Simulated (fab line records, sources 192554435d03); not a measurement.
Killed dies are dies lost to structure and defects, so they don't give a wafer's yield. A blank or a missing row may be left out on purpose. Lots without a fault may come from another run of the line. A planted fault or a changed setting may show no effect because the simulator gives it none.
fab line records | flow n5_finfet
record lots=11 wafers=33 last_day=18
route steps=1938 shown HKMG_FIN@446 MIM_TOP_ETCH@1853 PASS1_CAP@1874 PASSIVATION@1905
lots that met no fault: from a run of the same line without faults
start_h: hours from the record's first day to the start of the lot's first wafer shown | wait_h: hours since the lot's step before | " the same as in the row above | L1.1+2: a row that stands for several wafers | - no value, or no start given | * or withheld: withheld | < > ~ a bound
route shown NAME@n: a module of which the file shows steps, and the number in the route of the first | usual: mean/standard deviation of fault-free wafers | same: alike in all rows | chamber/n: place in a boat | sites: the reading at each site | _std_site: their standard deviation | _edge_site: outer sites' mean less inner sites' | radius_mm: how far each site lies from the wafer's centre | mask NAME#n: copy n | behind: the tool/chamber that last shaped the wafer | hold: why the lot was held/for how many hours/how that ended | device: the transistor (n, p or np) that didn't switch | end of line: the same wafers' tests at the end of the route | a step without rows: its recipe alone | killed: dies lost to structure and defects at the first sort, not the wafer's yield | map: a wafer's dies, x killed, . not, _ none there
set.NAME: the setting as run; set.NAME@STEP: as run at that earlier step | model.NAME: the simulator's own value behind a step, which no gauge read
steps of the route over a sample of lots; a table a step, a row a wafer
services: from which hour (start_h, from the record's first day; less than 0 if before it) a tool's chamber was out of use, for how many hours, and why
## steps
# step N5_HKMG_FIN_WET_ETCH_87
# recipe chemistry=SC1 target=TiN mix=1:2:40 temp_c=50 time_s=154.2 target_depth_nm=4.7 dry=ipa_marangoni rinse_time_s=30 rinse_temp_c=23
# usual h2o2_flow_mL_min=69.77/0.19 rinse_temp_c=23.00/0.11
# columns lot.wafer tool chamber start_h wait_h h2o2_flow_mL_min rinse_temp_c
L681.1 wet_bench-06 6 83.05 0.1 69.78 22.92
L681.4 " 0 " " 69.81 23.08
L681.5 " 4 " " 69.85 23.25
L682.3 wet_bench-01 2 88.57 0.1 69.81 22.87
L682.5 " 3 " " 69.60 22.91
L682.6 " 6 " " 70.22 23.04
L684.1 wet_bench-06 0 105.27 0.1 69.78 22.94
L684.5 " 1 " " 69.54 22.95
L684.6 " 7 " " 69.86 22.98
L686.2 wet_bench-06 5 114.54 0.1 70.00 23.14
L686.4 " 4 " " 69.63 22.91
L686.6 " 2 " " 69.75 23.05
L690.1 wet_bench-06 2 134.36 0.1 69.80 23.03
L690.2 " 5 " " 70.06 23.09
L690.5 " 4 " " 69.84 23.02
L695.1 wet_bench-03 7 161.43 0.1 69.89 23.10
L695.2 " 4 " " 69.83 23.09
L695.3 " 2 " " 69.48 22.90
L696.1 wet_bench-03 5 168.80 0.1 69.88 22.99
L696.4 " 3 " " 69.60 23.22
L696.6 " 6 " " 69.87 23.13
L697.1 wet_bench-01 6 172.40 0.1 70.07 22.98
L697.4 " 4 " " 69.48 23.07
L697.5 " 3 " " 69.79 22.98
L698.1 wet_bench-03 4 181.49 0.1 69.76 23.05
L698.4 " 0 " " 69.88 22.93
L698.5 " 3 " " 69.84 23.11
L699.1 wet_bench-03 7 186.76 0.1 69.84 23.00
L699.4 " 1 " " 69.75 22.92
L699.5 " 3 " " 69.71 22.96
L704.2 wet_bench-06 2 217.34 0.1 69.79 22.89
L704.4 " 1 " " 70.00 23.08
L704.6 " 4 " " 69.66 22.94
# step N5_MIM_TOP_ETCH_PECVD_03
# recipe material=SiNx target_thk_a=200 temp_c=400 precursor=SiH4/NH3/N2 pressure_torr=1.5 rf_w=300 time_s=17.6
# usual heater_power_w=775/57 showerhead_plenum_p_Torr=5.17/0.045 throttle_valve_pct=40.5/2.3
# columns lot.wafer tool chamber start_h wait_h heater_power_w showerhead_plenum_p_Torr throttle_valve_pct
L681.1 pecvd-01 2 265.44 - 853 5.17 37.3
L681.4 " 1 " " 739 5.14 42.0
L681.5 " 2 " " 836 5.17 36.9
L682.3 pecvd-03 1 297.20 - 726 5.15 40.0
L682.5 " 0 " " 797 5.21 44.5
L682.6 " 1 " " 713 5.16 40.1
L684.1 pecvd-01 1 301.16 - 829 5.13 41.9
L684.5 " 2 " " 823 5.18 37.1
L684.6 " 0 " " 872 5.25 40.8
L690.1 pecvd-01 2 318.58 - 773 5.19 37.4
L690.2 " 1 " " 748 5.13 41.8
L690.5 " 0 " " 727 5.26 41.0
L686.2 pecvd-03 1 331.88 - 744 5.14 40.0
L686.4 " 0 " " 774 5.22 44.2
L686.6 " 1 " " 750 5.15 39.9
L695.1 pecvd-01 1 365.33 - 841 5.13 41.8
L695.2 " 2 " " 797 5.17 37.2
L695.3 " 0 " " 758 5.24 40.8
L697.1 pecvd-03 1 372.93 - 709 5.15 39.8
L697.4 " 2 " " 637 5.15 36.1
L697.5 " 1 " " 703 5.15 39.9
L696.1 pecvd-01 2 375.63 - 724 5.16 37.5
L696.4 " 0 " " 870 5.23 40.9
L696.6 " 1 " " 852 5.12 41.7
L699.1 pecvd-02 2 394.03 - 716 5.20 42.1
L699.4 " 2 " " 734 5.20 41.9
L699.5 " 2 " " 704 5.20 42.0
L698.1 pecvd-02 0 395.28 - 832 5.12 40.4
L698.4 " 0 " " 861 5.09 40.6
L698.5 " 2 " " 811 5.20 41.8
L704.2 pecvd-02 1 431.07 - 808 5.18 37.7
L704.4 " 0 " " 795 5.10 40.2
L704.6 " 2 " " 832 5.19 42.0
# step N5_PASSIVATION_PECVD_01
# recipe material=SiNx target_thk_a=2000 temp_c=400 precursor=SiH4/NH3/N2 pressure_torr=4.9 rf_w=1406 time_s=43.2
# usual heater_power_w=333/81 showerhead_plenum_p_Torr=8.68/0.097 throttle_valve_pct=29.2/2
# columns lot.wafer tool chamber start_h wait_h heater_power_w showerhead_plenum_p_Torr throttle_valve_pct
L681.1 pecvd-04 2 266.95 0.0 158 8.66 25.8
L681.4 " 0 " " 227 8.40 30.5
L681.5 " 1 " " 294 8.66 29.0
L682.3 pecvd-03 2 299.97 0.0 300 8.71 26.1
L682.5 " 1 " " 320 8.70 29.1
L682.6 " 2 " " 318 8.69 26.5
L684.1 pecvd-04 2 302.66 0.0 165 8.67 25.9
L684.5 " 0 " " 319 8.42 30.4
L684.6 " 1 " " 289 8.68 29.1
L690.1 pecvd-01 0 320.27 0.0 460 8.79 29.7
L690.2 " 1 " " 440 8.65 30.8
L690.5 " 1 " " 460 8.67 30.6
L686.2 pecvd-03 0 333.38 0.0 418 8.76 32.4
L686.4 " 0 " " 416 8.75 32.3
L686.6 " 2 " " 318 8.70 26.3
L695.1 pecvd-01 2 367.13 0.0 352 8.71 27.4
L695.2 " 1 " " 380 8.67 30.5
L695.3 " 0 " " 481 8.80 29.9
L697.1 pecvd-01 0 374.37 0.0 421 8.81 29.9
L697.4 " 1 " " 311 8.65 30.4
L697.5 " 2 " " 376 8.69 27.5
L696.1 pecvd-04 2 377.08 0.0 215 8.66 26.4
L696.4 " 0 " " 290 8.44 30.6
L696.6 " 1 " " 242 8.68 29.1
L699.1 pecvd-03 2 395.41 0.0 311 8.68 26.3
L699.4 " 2 " " 331 8.70 26.3
L699.5 " 1 " " 359 8.66 29.0
L698.1 pecvd-03 0 396.67 0.0 298 8.77 32.2
L698.4 " 2 " " 391 8.69 26.6
L698.5 " 1 " " 343 8.68 29.2
L704.2 pecvd-04 2 432.45 0.0 219 8.65 26.4
L704.4 " 2 " " 222 8.65 26.3
L704.6 " 0 " " 234 8.42 31.2
# step N5_PASSIVATION_CD_MEAS_30
# recipe target_cd_nm=4000 landing_energy_ev=500 detector=se_inlens polarity=opening
# usual cd_nm=4000.4/1.6
# columns lot.wafer tool chamber start_h wait_h cd_nm
L681.1 cd_sem-02 0 269.56 - 4000.3
L681.4 " 0 " " 4000.9
L681.5 " 0 " " 3998.7
L682.3 cd_sem-01 0 304.08 - 4003.6
L682.5 " 0 " " 4003.3
L682.6 " 0 " " 4002.9
L684.1 cd_sem-01 0 305.36 - 4000.1
L684.5 " 0 " " 3999.9
L684.6 " 0 " " 4000.2
L690.1 cd_sem-01 0 322.96 - 4001.3
L690.2 " 0 " " 4001.1
L690.5 " 0 " " 4000.0
L686.2 cd_sem-02 0 335.60 - 4002.1
L686.4 " 0 " " 4001.9
L686.6 " 0 " " 4000.7
L695.1 cd_sem-02 0 369.83 - 3999.9
L695.2 " 0 " " 3999.7
L695.3 " 0 " " 4000.6
L697.1 cd_sem-01 0 376.57 - 4000.8
L697.4 " 0 " " 3998.9
L697.5 " 0 " " 3998.8
L696.1 cd_sem-02 0 380.82 - 3999.9
L696.4 " 0 " " 4001.4
L696.6 " 0 " " 4000.8
L699.1 cd_sem-03 0 397.29 - 3999.3
L699.4 " 0 " " 4000.5
L699.5 " 0 " " 4002.2
L698.1 cd_sem-02 0 399.97 - 4003.4
L698.4 " 0 " " 4001.7
L698.5 " 0 " " 4001.6
L704.2 cd_sem-02 0 435.54 - 4000.6
L704.4 " 0 " " 3998.7
L704.6 " 0 " " 4000.1
# step N5_PASSIVATION_PROBE_49
# usual defect_limited_yield=91.1/1.4 killed_at_M0_to_M3=33/10 killed_at_M4_up=15/5.8 killed_at_contacts=13/5.9 killed_at_front_end=39/11 killed_at_other=4/3.6 killed_dies=105/16 killed_on_rim=13/3.7 killed_open=68/11 killed_short=34/7.8 sort_bin_5_function=5.2/0.88 sort_bin_6_memory=3.3/0.61 sort_n_pass=1075/16 sort_yield_pct=91.1/1.4
# same gross_dies=1180 killed_at_back_side=0 sort_bin_4_leakage[%]=0 sort_bin_8_speed[%]=0
# columns lot.wafer tool chamber start_h wait_h defect_limited_yield[%] killed_at_M0_to_M3 killed_at_M4_up killed_at_contacts killed_at_front_end killed_at_other killed_dies killed_on_rim killed_open killed_short sort_bin_5_function[%] sort_bin_6_memory[%] sort_n_pass sort_yield_pct[%]
L690.1 prober-02 - 328.35 0.0 90.3 26 34 19 29 6 114 9 77 29 5.8 3.7 1066 90.3
L690.2 prober-02 - 328.40 0.1 91.2 29 15 19 39 2 104 10 67 33 4.7 3.8 1076 91.2
L690.5 prober-02 - 328.55 0.2 87.5 18 7 22 97 4 148 33 63 24 7.2 3.8 1032 87.5
# killed by level:class
L690.1 BEOL_M4:geometric_particle:open=19 MOL_CONTACT_COAG:geometric_particle:open=13 BEOL_M3:geometric_particle:open=8 FIN_SAQP:geometric_particle:open=6 STI_FIN_REVEAL:geometric_particle:open=5 DUMMY_GATE:geometric_particle:open=5 BEOL_M5:geometric_particle:open=5 MOL_CONTACT_COAG:geometric_particle:short=4
L690.2 MOL_CONTACT_COAG:geometric_particle:open=17 DUMMY_GATE:geometric_particle:open=7 BEOL_M0_SAQP:geometric_particle:short=7 BEOL_M1:geometric_particle:open=7 BEOL_M4:geometric_particle:open=6 BEOL_M3:geometric_particle:open=6 FIN_SAQP:geometric_particle:open=5 STI_FIN_REVEAL:geometric_particle:open=4
L690.5 HKMG_FIN:unspecified=59 MOL_CONTACT_COAG:geometric_particle:open=16 FIN_SAQP:geometric_particle:open=10 FIN_SAQP:geometric_particle:short=7 STI_FIN_REVEAL:geometric_particle:open=7 MOL_CONTACT_COAG:geometric_particle:short=6 DUMMY_GATE:geometric_particle:open=5 BEOL_M3:geometric_particle:open=5
## services
# columns tool chamber start_h hours kind
pecvd-01 1 86.23 11.2 repair
pecvd-01 2 101.14 2.1 scheduled_down
pecvd-01 0 103.27 5.5 scheduled_down
pecvd-02 - 106.83 2.8 pm
wet_bench-01 - 135.36 0.6 repair
pecvd-02 0 142.29 5.6 repair
pecvd-01 0 148.21 20.6 repair
pecvd-03 - 165.20 5.5 pm
pecvd-03 2 188.00 18.4 repair
pecvd-01 2 196.46 8.4 repair
pecvd-03 - 205.57 2.8 pm
wet_bench-01 - 218.12 3.4 repair
pecvd-04 - 229.84 4.3 pm
pecvd-04 - 236.77 3.5 repair
pecvd-04 - 257.15 0.9 repair
wet_bench-06 - 274.45 1.9 pm
pecvd-02 1 291.17 6.9 repair
pecvd-04 - 292.11 1.9 repair
pecvd-03 2 307.31 8.5 repair
pecvd-03 - 318.67 1.6 repair
pecvd-01 2 326.37 11.2 repair
pecvd-03 - 339.69 1.8 repair
pecvd-04 - 393.61 6.0 pm
pecvd-04 - 429.35 0.8 repair
## key
first_sign step=N5_PASSIVATION_PROBE_49 reading=killed_at_front_end direction=up sigmas=5.3 usual=39 struck=97
effect step=N5_PASSIVATION_PROBE_49 reading=defect_limited_yield direction=down sigmas=2.7 usual=91.1 struck=87.5
more_kills_born_at N5_HKMG_FIN_WET_ETCH_87@wet_bench-06=59
met_at N5_HKMG_FIN_WET_ETCH_87
struck_lots L690
struck_wafers L690.5
not_acting_at N5_MIM_TOP_ETCH_PECVD_03,N5_PASSIVATION_PECVD_01,N5_PASSIVATION_CD_MEAS_30
onset_between 114.54 134.36
fault kind=chamber_particle_source tool=wet_bench-06 chamber=4 onset_h=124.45 steps=N5_HKMG_FIN_WET_ETCH_87 rate_per_visit_cm2=0.67105 end_h=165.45
